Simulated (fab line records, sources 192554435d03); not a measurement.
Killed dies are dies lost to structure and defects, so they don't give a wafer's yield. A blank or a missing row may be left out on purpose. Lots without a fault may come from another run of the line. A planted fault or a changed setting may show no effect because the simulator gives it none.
Split-lot experiment | flow n5_finfet | 7 lots, 21 wafers read, on a route of 1938 steps

THE SPLIT
At N5_BEOL_M11_COAT_05 (resist thk 90 nm), the setting spin_rpm was moved away from the recipe's 1500 rpm on 9 of the 21 wafers read, by -4.2% to +11.1%. The other wafers ran this setting at the recipe's value.

The file shows no step between the split and the reading.

THE READING
CAR-ArF_of_BEOL_M11_COAT_05.thk_nm (the simulator's own value, which no gauge read), in nm, at N5_BEOL_M11_DESCUM_16 (chemistry O2, time 7.9 s). The file gives no usual value for it. The 12 wafers here that ran the recipe average 83.4 nm, standard deviation 0.47 nm.

wafer  | tool, chamber at the split | spin_rpm as run, rpm | against the recipe | CAR-ArF_of_BEOL_M11_COAT_05.thk_nm, nm | against lot-mates on the recipe
L080.1 | litho_track-03, 0          | 1500                 | recipe             | 83                                     | -
L080.3 | litho_track-03, 0          | 1437                 | -4.2%              | 85                                     | +2.0
L080.5 | litho_track-03, 0          | 1437                 | -4.2%              | 84.8                                   | +1.8
L083.4 | litho_track-05, 0          | 1500                 | recipe             | 83.2                                   | -
L083.6 | litho_track-05, 0          | 1500                 | recipe             | 83.2                                   | -
L083.5 | litho_track-05, 0          | 1500                 | recipe             | 83.6                                   | -
L086.4 | litho_track-01, 0          | 1664                 | +10.9%             | 79.8                                   | -4.0
L086.5 | litho_track-01, 0          | 1500                 | recipe             | 83.8                                   | -
L086.6 | litho_track-01, 0          | 1664                 | +10.9%             | 79.2                                   | -4.6
L090.2 | litho_track-01, 0          | 1500                 | recipe             | 83.8                                   | -
L090.3 | litho_track-01, 0          | 1500                 | recipe             | 84.4                                   | -
L090.4 | litho_track-01, 0          | 1500                 | recipe             | 83.6                                   | -
L093.1 | litho_track-05, 0          | 1603                 | +6.9%              | 79.4                                   | no lot-mate on the recipe
L093.2 | litho_track-05, 0          | 1603                 | +6.9%              | 80.6                                   | no lot-mate on the recipe
L093.5 | litho_track-05, 0          | 1603                 | +6.9%              | 79.6                                   | no lot-mate on the recipe
L096.1 | litho_track-05, 0          | 1667                 | +11.1%             | 78                                     | -4.6
L096.2 | litho_track-05, 0          | 1667                 | +11.1%             | 78.8                                   | -3.8
L096.3 | litho_track-05, 0          | 1500                 | recipe             | 82.6                                   | -
L097.3 | litho_track-03, 0          | 1500                 | recipe             | 83                                     | -
L097.4 | litho_track-03, 0          | 1500                 | recipe             | 83                                     | -
L097.5 | litho_track-03, 0          | 1500                 | recipe             | 83.2                                   | -

THE FIT
A straight line over all 21 wafers: CAR-ArF_of_BEOL_M11_COAT_05.thk_nm changes by -0.415 nm for each +1% of spin_rpm; r = -0.97; the points scatter about the line by 0.58 nm.
The same after taking each lot's own level away (the mean of its wafers on the recipe; 18 wafers): -0.393 nm for each +1%; r = -0.99; scatter 0.27 nm.
On that fit, the largest move of spin_rpm shifts the reading by 4.4 nm.
The lots' own levels span 82.60 to 83.93 nm, that is 2.8 times the standard deviation above.
So the lot-to-lot level changes the slope little: the two slopes agree.
Check: with one of the wafers moved furthest among these (+11.1%) left out of the fit, the line predicts -4.24 nm for it against its lot-mates. It came out at -4.6 nm against them.

OTHER SPLITS ON THESE WAFERS
These wafers also went through other splits before the reading. Each is held against what the fit with the lots' levels taken away leaves over:
other split on the same wafers   | wafers away from the commonest value | r with CAR-ArF_of_BEOL_M11_COAT_05.thk_nm (lot level and that fit taken away)
N5_BEOL_M9_TRENCH_ETCH_37 bias_w | 2                                    | -0.11
N5_BEOL_M11_PECVD_70 time_s      | 7                                    | -0.04

THE WHOLE CHAIN: every reading that the file lists as answering this split, in the file's order
step                  | what it does             | reading                                                                             | change (the file's fit)               | r (the file's)
N5_BEOL_M11_COAT_05   | resist thk 90 nm         | CAR-ArF_of_BEOL_M11_COAT_05.thk_nm (the simulator's own value, which no gauge read) | -0.418 nm for each +1% of the setting | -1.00
N5_BEOL_M11_DESCUM_16 | chemistry O2, time 7.9 s | CAR-ArF_of_BEOL_M11_COAT_05.thk_nm (the simulator's own value, which no gauge read) | -0.39 nm for each +1% of the setting  | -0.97

THE FILE'S OWN FIT
CAR-ArF_of_BEOL_M11_COAT_05.thk_nm changes by -0.39 nm for each +1% of spin_rpm, r = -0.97.
